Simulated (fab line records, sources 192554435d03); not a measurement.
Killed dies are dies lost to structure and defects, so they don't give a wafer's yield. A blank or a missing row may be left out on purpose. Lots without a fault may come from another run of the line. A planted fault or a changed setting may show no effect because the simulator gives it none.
fab line records | flow n5_finfet | part 1 of 2: steps 1 to 13 of 23
record lots=5 wafers=15 last_day=19
route steps=1938 shown BEOL_M2@879
lots that met no fault: from a run of the same line without faults
start_h: hours from the record's first day to the start of the lot's first wafer shown | wait_h: hours since the lot's step before | " the same as in the row above | L1.1+2: a row that stands for several wafers | - no value, or no start given | * or withheld: withheld | < > ~ a bound
route shown NAME@n: a module of which the file shows steps, and the number in the route of the first | usual: mean/standard deviation of fault-free wafers | same: alike in all rows | chamber/n: place in a boat | sites: the reading at each site | _std_site: their standard deviation | _edge_site: outer sites' mean less inner sites' | radius_mm: how far each site lies from the wafer's centre | mask NAME#n: copy n | behind: the tool/chamber that last shaped the wafer | hold: why the lot was held/for how many hours/how that ended | device: the transistor (n, p or np) that didn't switch | end of line: the same wafers' tests at the end of the route | a step without rows: its recipe alone | killed: dies lost to structure and defects at the first sort, not the wafer's yield | map: a wafer's dies, x killed, . not, _ none there
set.NAME: the setting as run; set.NAME@STEP: as run at that earlier step | model.NAME: the simulator's own value behind a step, which no gauge read
lots at some steps of the route; a table a step, a row a wafer
services: from which hour (start_h, from the record's first day; less than 0 if before it) a tool's chamber was out of use, for how many hours, and why
## steps
# step N5_BEOL_M2_DESCUM_33
# recipe chemistry=O2 time_s=7 source_power_w=50 bias_power_w=20 pressure_mtorr=20 rf_frequency_hz=2.712e+07 temp_c=40 resist=CAR-EUV o2_flow_sccm=225
# usual drypump_motor_current_A=5.6/0.3 oes_product_au=0.78/0.074 rf_vpp_V=243.6/1.2 showerhead_plenum_p_Torr=2.12/0.062 throttle_valve_pct=20.5/0.33
# columns lot.wafer tool chamber start_h wait_h drypump_motor_current_A oes_product_au rf_hours_counter_h rf_vpp_V showerhead_plenum_p_Torr throttle_valve_pct
L092.1 rie_diel-03 3 239.01 0.4 5.1 0.72 185 244.9 2.09 20.6
L092.3 " 2 " " 6.3 0.70 227 244.0 2.09 20.7
L092.6 " 0 " " 5.3 0.92 - 243.6 2.15 20.5
L093.1 rie_diel-01 1 249.16 0.0 5.5 0.73 205 244.8 2.16 20.6
L093.3 " 0 " " 5.8 0.82 87 244.6 2.21 20.1
L093.5 " 1 " " 5.5 0.74 - 243.1 2.16 20.6
L095.2 rie_diel-01 0 276.53 0.1 5.7 0.81 97 245.5 2.20 20.1
L095.4 " 1 " " 5.5 0.73 215 243.5 2.16 20.6
L095.5 " 2 " " 5.7 0.95 - 245.1 2.16 20.6
L097.2 rie_diel-03 2 283.46 0.1 6.3 0.69 240 241.0 2.09 20.7
L097.4 " 3 " " 5.1 0.70 200 244.0 2.09 20.6
L097.5 " 0 " " 5.3 0.88 - 244.4 2.14 20.6
L096.2 rie_diel-03 2 283.61 0.2 6.2 0.69 240 241.6 2.09 20.7
L096.5 " 2 " " 6.3 0.69 - 242.8 2.09 20.7
L096.6 " 1 " " 5.8 0.75 - 242.8 2.12 20.6
# step N5_BEOL_M2_ETCH_77
# recipe chemistry=N2/H2 target=underlayer target_depth_a=65 mask_material=CAR-EUV time_s=5.2 ion_energy_ev=200 pressure_mtorr=30 source_w=840 bias_w=150 n2_flow_sccm=200 h2_flow_sccm=200 ends=cleared
# usual drypump_motor_current_A=5.6/0.3 etch_rf_on_time_s=5.26/0.12 h2_flow_sccm=200.0/0.6 oes_product_au=0.66/0.062 rf_vpp_V=524.8/2.1 showerhead_plenum_p_Torr=2.57/0.074 throttle_valve_pct=17.88/0.29
# columns lot.wafer tool chamber start_h wait_h drypump_motor_current_A etch_rf_on_time_s h2_flow_sccm oes_product_au rf_hours_counter_h rf_vpp_V showerhead_plenum_p_Torr throttle_valve_pct
L092.1 rie_diel-03 3 239.05 0.0 5.1 5.27 198.9 0.61 185 523.2 2.54 18.02
L092.3 " 2 " " 6.3 5.48 199.8 0.58 227 523.5 2.50 17.80
L092.6 " 0 " " 5.3 5.21 199.4 0.77 - 525.4 2.57 17.63
L093.1 rie_diel-01 1 249.19 0.0 5.5 5.17 200.1 0.63 205 526.6 2.64 18.13
L093.3 " 0 " " 5.7 5.14 200.4 0.70 87 529.3 2.70 17.63
L093.5 " 1 " " 5.5 5.12 199.7 0.62 - 525.5 2.64 18.12
L095.2 rie_diel-01 0 276.57 0.0 5.7 5.17 200.5 0.69 97 525.3 2.69 17.64
L095.4 " 1 " " 5.5 5.10 200.2 0.62 215 525.4 2.63 18.11
L095.5 " 2 " " 5.7 5.21 200.6 0.80 - 526.7 2.61 17.91
L097.2 rie_diel-03 2 283.49 0.0 6.2 5.55 200.1 0.57 240 523.2 2.49 17.83
L097.4 " 3 " " 5.2 5.33 200.5 0.60 200 524.5 2.54 18.06
L097.5 " 0 " " 5.3 5.27 199.9 0.73 - 525.0 2.56 17.65
L096.2 rie_diel-03 2 283.64 0.0 6.3 5.57 199.9 0.57 240 522.1 2.49 17.85
L096.5 " 2 " " 6.3 5.65 199.4 0.57 - 523.2 2.49 17.80
L096.6 " 1 " " 5.8 5.36 200.1 0.63 - 525.0 2.53 17.70
# step N5_BEOL_M2_ETCH_69
# recipe chemistry=CF4 target=SiARC target_depth_a=156 mask_material=CAR-EUV time_s=26 ion_energy_ev=80 pressure_mtorr=40 source_w=545 bias_w=36 Ar_flow_sccm=100 cf4_flow_sccm=100 ends=cleared
# usual drypump_motor_current_A=5.6/0.3 etch_rf_on_time_s=26.3/0.69 oes_product_au=0.66/0.061 rf_vpp_V=184.3/1 showerhead_plenum_p_Torr=2.17/0.054 throttle_valve_pct=15.64/0.29
# columns lot.wafer tool chamber start_h wait_h drypump_motor_current_A etch_rf_on_time_s oes_product_au rf_hours_counter_h rf_vpp_V showerhead_plenum_p_Torr throttle_valve_pct
L092.1 rie_diel-03 3 239.06 0.0 5.1 26.2 0.62 185 183.0 2.14 15.72
L092.3 " 2 " " 6.3 27.7 0.59 227 182.9 2.11 15.74
L092.6 " 0 " " 5.3 26.6 0.76 - 183.9 2.19 15.61
L093.1 rie_diel-01 1 249.21 0.0 5.5 25.6 0.63 205 185.6 2.21 15.90
L093.3 " 0 " " 5.7 25.7 0.70 87 185.1 2.24 15.26
L093.5 " 1 " " 5.5 25.2 0.64 - 186.2 2.21 15.90
L095.2 rie_diel-01 0 276.58 0.0 5.7 25.7 0.69 97 185.6 2.24 15.27
L095.4 " 1 " " 5.5 25.8 0.62 215 184.6 2.21 15.89
L095.5 " 2 " " 5.7 26.4 0.79 - 184.4 2.20 15.54
L097.2 rie_diel-03 2 283.51 0.0 6.3 27.7 0.58 240 182.4 2.10 15.78
L097.4 " 3 " " 5.1 26.8 0.60 200 185.4 2.13 15.76
L097.5 " 0 " " 5.3 26.6 0.74 - 184.1 2.18 15.62
L096.2 rie_diel-03 2 283.66 0.0 6.2 28.1 0.57 240 184.3 2.10 15.77
L096.5 " 2 " " 6.2 27.9 0.57 - 183.2 2.10 15.77
L096.6 " 1 " " 5.8 26.9 0.63 - 185.9 2.15 15.64
# step N5_BEOL_M2_ALD_98
# recipe material=SiO2 target_thk_a=25 temp_c=100 ald_precursor_family=BDEAS ald_co_reactant=O2-plasma pulse_time_s=1 co_reactant_pulse_time_s=1 purge_time_s=2 co_reactant_purge_time_s=2 ald_cycles=17 pressure_torr=2
# usual chamber_pressure_Torr=2.000/0.004 heater_power_w=76/6.4 precursor_pulse_height_rel=1.001/0.02
# columns lot.wafer tool chamber start_h wait_h chamber_pressure_Torr heater_power_w precursor_pulse_height_rel
L092.1 ald_sin-01 0 239.15 0.1 2.000 75 0.990
L092.3 " 3 " " 2.002 75 1.014
L092.6 " 2 " " 1.998 66 1.030
L093.1 ald_sin-01 2 250.03 0.8 2.007 67 0.997
L093.3 " 3 " " 2.002 76 1.017
L093.5 " 0 " " 2.004 74 0.986
L095.2 ald_sin-03 0 277.08 0.5 2.003 77 0.950
L095.4 " 2 " " 1.994 70 0.989
L095.5 " 3 " " 2.003 81 0.981
L097.2 ald_sin-02 0 283.59 0.1 2.001 72 1.029
L097.4 " 3 " " 1.998 71 0.994
L097.5 " 2 " " 2.002 94 1.020
L096.2 ald_sin-01 0 283.74 0.1 2.001 75 0.975
L096.5 " 0 " " 1.999 74 1.006
L096.6 " 1 " " 1.998 82 1.003
# step N5_BEOL_M2_ETCHBACK_99
# recipe chemistry=CHF3 target=SiO2 target_depth_a=50 time_s=10.4 source_w=215 bias_w=47 Ar_flow_sccm=200 CHF3_flow_sccm=12 ion_energy_ev=100 pressure_mtorr=30
# usual drypump_motor_current_A=5.60/0.29 oes_ar_750_au=0.78/0.072 oes_product_au=0.78/0.076 rf_vpp_V=240/4.6 showerhead_plenum_p_Torr=2.18/0.058 throttle_valve_pct=17.08/0.29
# columns lot.wafer tool chamber start_h wait_h drypump_motor_current_A oes_ar_750_au oes_product_au rf_hours_counter_h rf_vpp_V showerhead_plenum_p_Torr throttle_valve_pct
L092.1 rie_diel-03 0 243.90 4.7 5.29 0.88 0.90 16 241 2.22 17.24
L092.3 " 3 " " 5.13 0.71 0.71 188 240 2.14 17.15
L092.6 " 2 " " 6.28 0.69 0.68 - 242 2.11 17.17
L093.1 rie_diel-01 1 251.19 1.1 5.46 0.74 0.73 206 243 2.22 17.28
L093.3 " 0 " " 5.71 0.83 0.82 88 238 2.25 16.70
L093.5 " 1 " " 5.47 0.74 0.73 - 242 2.22 17.28
L095.2 rie_diel-01 0 277.96 0.8 5.71 0.82 0.82 97 239 2.25 16.70
L095.4 " 2 " " 5.66 0.92 0.94 6 245 2.20 16.99
L095.5 " 3 " " 5.49 0.82 0.82 - 240 2.10 16.83
L097.2 rie_diel-06 2 293.08 9.4 5.50 0.79 0.79 112 245 2.16 17.13
L097.4 " 0 " " 5.91 0.81 0.81 107 236 2.07 16.85
L097.5 " 2 " " 5.49 0.79 0.80 - 245 2.16 17.12
L096.2 rie_diel-01 3 299.08 15.3 5.49 0.81 0.81 89 241 2.10 16.85
L096.5 " 0 " " 5.73 0.80 0.80 - 241 2.25 16.73
L096.6 " 3 " " 5.49 0.81 0.81 - 240 2.10 16.83
# step N5_BEOL_M2_ETCH_70
# recipe chemistry=N2/H2 target=SOC target_depth_a=800 overetch_a=240 mask_material=SiARC temp_c=40 time_s=130 ion_energy_ev=200 pressure_mtorr=30 source_w=840 bias_w=150 n2_flow_sccm=200 h2_flow_sccm=200
# usual drypump_motor_current_A=5.60/0.3 h2_flow_sccm=200.0/0.6 oes_product_au=0.58/0.053 rf_vpp_V=524.8/2.1 showerhead_plenum_p_Torr=2.58/0.075 throttle_valve_pct=17.83/0.29
# columns lot.wafer tool chamber start_h wait_h drypump_motor_current_A h2_flow_sccm oes_product_au rf_hours_counter_h rf_vpp_V showerhead_plenum_p_Torr throttle_valve_pct
L092.1 rie_diel-03 0 243.94 0.0 5.26 200.1 0.67 16 525.5 2.57 17.59
L092.3 " 3 " " 5.14 201.0 0.53 188 523.8 2.54 17.96
L092.6 " 2 " " 6.27 199.9 0.52 - 524.2 2.49 17.79
L093.1 rie_diel-01 1 251.23 0.0 5.49 199.8 0.54 206 526.7 2.64 18.08
L093.3 " 0 " " 5.73 199.7 0.60 88 527.4 2.70 17.58
L093.5 " 1 " " 5.48 199.3 0.54 - 524.5 2.64 18.05
L095.2 rie_diel-01 0 278.00 0.0 5.76 199.5 0.59 97 527.7 2.69 17.61
L095.4 " 2 " " 5.63 201.0 0.69 6 526.4 2.61 17.89
L095.5 " 3 " " 5.53 200.8 0.61 - 520.7 2.48 17.62
L097.2 rie_diel-06 2 293.12 0.0 5.47 199.8 0.58 112 523.7 2.56 17.85
L097.4 " 0 " " 5.92 199.0 0.58 107 521.8 2.45 17.54
L097.5 " 2 " " 5.48 199.7 0.57 - 524.1 2.56 17.83
L096.2 rie_diel-01 3 299.12 0.0 5.48 199.9 0.60 89 522.4 2.47 17.65
L096.5 " 0 " " 5.72 201.5 0.59 - 528.4 2.69 17.63
L096.6 " 3 " " 5.50 199.9 0.60 - 521.3 2.47 17.63
# step N5_BEOL_M2_STRIP_71
# recipe chemistry=N2/H2 temp_c=40 n2_flow_sccm=200 h2_flow_sccm=200 rf_frequency_hz=6e+07
# columns lot.wafer tool chamber start_h wait_h
L092.1+3+6 rie_diel-03 0,3,2 244.03 0.0
L093.1+3+5 rie_diel-01 1,0,1 251.31 0.0
L095.2+4+5 rie_diel-01 0,2,3 278.08 0.0
L097.2+4+5 rie_diel-06 2,0,2 293.20 0.0
L096.2+5+6 rie_diel-01 3,0,3 299.20 0.0
# step N5_BEOL_M2_STRIP_78
# recipe chemistry=N2/H2 temp_c=40 n2_flow_sccm=200 h2_flow_sccm=200 rf_frequency_hz=6e+07
# columns lot.wafer tool chamber start_h wait_h
L092.1+3+6 rie_diel-03 0,3,2 244.04 0.0
L093.1+3+5 rie_diel-01 1,0,1 251.32 0.0
L095.2+4+5 rie_diel-01 0,2,3 278.09 0.0
L097.2+4+5 rie_diel-06 2,0,2 293.21 0.0
L096.2+5+6 rie_diel-01 3,0,3 299.21 0.0
# step N5_BEOL_M2_VIA_ETCH_34
# recipe chemistry=C4F6/O2 target_depth_a=694 mask_material=SOC pressure_mtorr=15 ion_energy_ev=250 taper_deg=4 time_s=65.9 source_w=350 bias_w=170 Ar_flow_sccm=300 C4F6_flow_sccm=10 O2_flow_sccm=10
# usual C4F6_flow_sccm=10.00/0.033 drypump_motor_current_A=5.60/0.3 oes_ar_750_au=0.78/0.073 oes_product_au=0.78/0.076 rf_vpp_V=665/13 showerhead_plenum_p_Torr=2.88/0.074 throttle_valve_pct=30.8/0.35
# columns lot.wafer tool chamber start_h wait_h C4F6_flow_sccm drypump_motor_current_A oes_ar_750_au oes_product_au rf_hours_counter_h rf_vpp_V showerhead_plenum_p_Torr throttle_valve_pct
L092.1 rie_diel-03 0 244.05 0.0 10.03 5.30 0.88 0.89 16 670 2.93 31.1
L092.3 " 3 " " 9.97 5.15 0.71 0.71 188 660 2.82 30.8
L092.6 " 2 " " 10.03 6.29 0.69 0.69 - 670 2.80 30.5
L093.1 rie_diel-01 1 251.33 0.0 10.02 5.49 0.74 0.74 206 667 2.93 30.8
L093.3 " 0 " " 10.03 5.74 0.82 0.81 88 664 2.97 30.3
L093.5 " 1 " " 10.02 5.48 0.74 0.74 - 669 2.93 30.8
L095.2 rie_diel-01 0 278.10 0.0 9.99 5.74 0.81 0.81 97 665 2.97 30.3
L095.4 " 2 " " 10.00 5.67 0.93 0.94 6 677 2.91 30.8
L095.5 " 3 " " 9.95 5.49 0.82 0.83 - 665 2.78 30.6
L097.2 rie_diel-06 2 293.22 0.0 9.98 5.50 0.79 0.80 112 674 2.85 30.9
L097.4 " 0 " " 10.02 5.91 0.81 0.81 107 651 2.74 30.4
L097.5 " 2 " " 9.96 5.48 0.79 0.80 - 675 2.85 30.9
L096.2 rie_diel-01 3 299.22 0.0 10.02 5.49 0.81 0.80 89 665 2.77 30.6
L096.5 " 0 " " 9.93 5.75 0.80 0.79 - 665 2.96 30.3
L096.6 " 3 " " 9.98 5.51 0.81 0.81 - 664 2.77 30.6
# step N5_BEOL_M2_STRIP_83
# recipe chemistry=C4F6/O2 resist=SiARC rf_frequency_hz=6e+07
# columns lot.wafer tool chamber start_h wait_h
L092.1+3+6 rie_diel-03 0,3,2 244.10 0.0
L093.1+3+5 rie_diel-01 1,0,1 251.38 0.0
L095.2+4+5 rie_diel-01 0,2,3 278.15 0.0
L097.2+4+5 rie_diel-06 2,0,2 293.27 0.0
L096.2+5+6 rie_diel-01 3,0,3 299.28 0.0
# step N5_BEOL_M2_STRIP_36
# recipe chemistry=N2/H2 power_w=450 temp_c=40 pressure_mtorr=20 rf_frequency_hz=6e+07 overash_fraction=0.3 bias_power_w=7 h2_frac=0.5 n2_flow_sccm=200 h2_flow_sccm=200
# usual drypump_motor_current_A=5.61/0.3 h2_flow_sccm=200.0/0.6 oes_product_au=0.79/0.078 rf_vpp_V=59.2/1.5 showerhead_plenum_p_Torr=2.57/0.075 throttle_valve_pct=23.7/0.37
# columns lot.wafer tool chamber start_h wait_h drypump_motor_current_A h2_flow_sccm oes_product_au rf_hours_counter_h rf_vpp_V showerhead_plenum_p_Torr throttle_valve_pct
L092.1 rie_diel-03 0 244.11 0.0 5.36 200.6 0.90 16 59.3 2.57 23.2
L092.3 " 3 " " 5.14 199.2 0.72 188 59.5 2.54 23.9
L092.6 " 2 " " 6.31 199.6 0.70 - 57.7 2.49 23.3
L093.1 rie_diel-01 1 251.39 0.0 5.48 199.4 0.71 206 57.8 2.63 23.8
L093.3 " 0 " " 5.73 199.6 0.81 88 59.9 2.69 23.5
L093.5 " 1 " " 5.46 199.8 0.73 - 61.0 2.63 23.8
L095.2 rie_diel-01 0 278.16 0.0 5.77 199.4 0.81 97 58.7 2.69 23.5
L095.4 " 2 " " 5.65 200.1 0.96 6 59.2 2.61 23.9
L095.5 " 3 " " 5.54 199.7 0.83 - 60.2 2.47 23.6
L097.2 rie_diel-06 2 293.28 0.0 5.51 199.5 0.80 112 60.2 2.55 23.7
L097.4 " 0 " " 5.92 200.5 0.79 107 58.4 2.44 23.2
L097.5 " 2 " " 5.53 199.9 0.80 - 57.5 2.55 23.7
L096.2 rie_diel-01 3 299.29 0.0 5.50 200.4 0.81 89 58.1 2.47 23.6
L096.5 " 0 " " 5.71 200.3 0.80 - 62.3 2.68 23.5
L096.6 " 3 " " 5.48 199.9 0.83 - 58.1 2.47 23.6
# step N5_BEOL_M2_TRENCH_ETCH_37
# recipe chemistry=C4F6/O2 target_depth_a=555.55 target=SiOC time_s=29.2 ion_energy_ev=250 pressure_mtorr=30 source_w=355 bias_w=185 Ar_flow_sccm=300 C4F6_flow_sccm=10 O2_flow_sccm=10
# usual C4F6_flow_sccm=10.00/0.032 drypump_motor_current_A=5.60/0.3 oes_ar_750_au=0.78/0.073 oes_product_au=0.78/0.076 rf_vpp_V=665/13 showerhead_plenum_p_Torr=2.88/0.074 throttle_valve_pct=20.9/0.3
# columns lot.wafer tool chamber start_h wait_h C4F6_flow_sccm drypump_motor_current_A oes_ar_750_au oes_product_au rf_hours_counter_h rf_vpp_V showerhead_plenum_p_Torr throttle_valve_pct
L092.1 rie_diel-03 0 - - 10.00 5.35 0.88 0.89 16 669 2.93 21.1
L092.3 " 3 " " 10.03 5.15 0.71 0.70 188 660 2.83 20.9
L092.6 " 2 " " 9.95 6.27 0.69 0.69 - 669 2.80 20.9
L093.1 rie_diel-01 1 - - 10.02 5.48 0.74 0.75 206 667 2.93 21.0
L093.3 " 0 " " 9.99 5.73 0.82 0.82 88 664 2.98 20.4
L093.5 " 1 " " 9.94 5.45 0.74 0.74 - 669 2.93 21.0
L095.2 rie_diel-01 0 - - 10.06 5.72 0.81 0.80 97 664 2.97 20.4
L095.4 " 2 " " 10.03 5.69 0.91 0.93 7 676 2.91 20.9
L095.5 " 3 " " 10.03 5.50 0.82 0.82 - 664 2.78 20.6
L097.2 rie_diel-06 2 - - 10.00 5.50 0.79 0.79 112 675 2.86 20.9
L097.4 " 0 " " 10.02 5.91 0.81 0.80 107 651 2.74 20.6
L097.5 " 2 " " 10.02 5.49 0.79 0.80 - 676 2.86 20.9
L096.2 rie_diel-01 3 - - 10.01 5.50 0.81 0.81 89 666 2.78 20.7
L096.5 " 0 " " 10.00 5.71 0.81 0.79 - 665 2.97 20.5
L096.6 " 3 " " 9.99 5.51 0.82 0.81 - 665 2.78 20.6
# step N5_BEOL_M2_ETCH_41
# recipe chemistry=CH3F/O2 target=SiCN target_depth_a=299 taper_deg=2 time_s=52.5 ion_energy_ev=120 mask_material=TiN pressure_mtorr=30 source_w=395 bias_w=75 Ar_flow_sccm=150 CH3F_flow_sccm=30 O2_flow_sccm=20
# usual drypump_motor_current_A=5.59/0.3 oes_product_au=0.78/0.076 rf_vpp_V=297.8/1.3 showerhead_plenum_p_Torr=2.03/0.054 throttle_valve_pct=16.32/0.29
# columns lot.wafer tool chamber start_h wait_h drypump_motor_current_A oes_product_au rf_hours_counter_h rf_vpp_V showerhead_plenum_p_Torr throttle_valve_pct
L092.1 rie_diel-03 0 - - 5.35 0.89 16 299.2 2.06 16.43
L092.3 " 3 " " 5.13 0.71 188 296.4 1.99 16.42
L092.6 " 2 " " 6.28 0.70 - 298.2 1.97 16.46
L093.1 rie_diel-01 1 - - 5.47 0.74 206 299.6 2.06 16.53
L093.3 " 0 " " 5.72 0.83 88 299.7 2.09 15.93
L093.5 " 1 " " 5.48 0.74 - 298.8 2.06 16.52
L095.2 rie_diel-01 0 - - 5.71 0.81 97 301.0 2.09 15.95
L095.4 " 2 " " 5.65 0.95 7 298.1 2.05 16.22
L095.5 " 3 " " 5.50 0.82 - 296.7 1.95 16.07
L097.2 rie_diel-06 2 - - 5.50 0.79 112 297.1 2.01 16.35
L097.4 " 0 " " 5.92 0.81 107 295.5 1.92 16.08
L097.5 " 2 " " 5.50 0.79 - 298.5 2.00 16.34
L096.2 rie_diel-01 3 - - 5.50 0.82 89 296.4 1.95 16.06
L096.5 " 0 " " 5.70 0.80 - 299.1 2.09 15.96
L096.6 " 3 " " 5.51 0.81 - 296.5 1.95 16.08
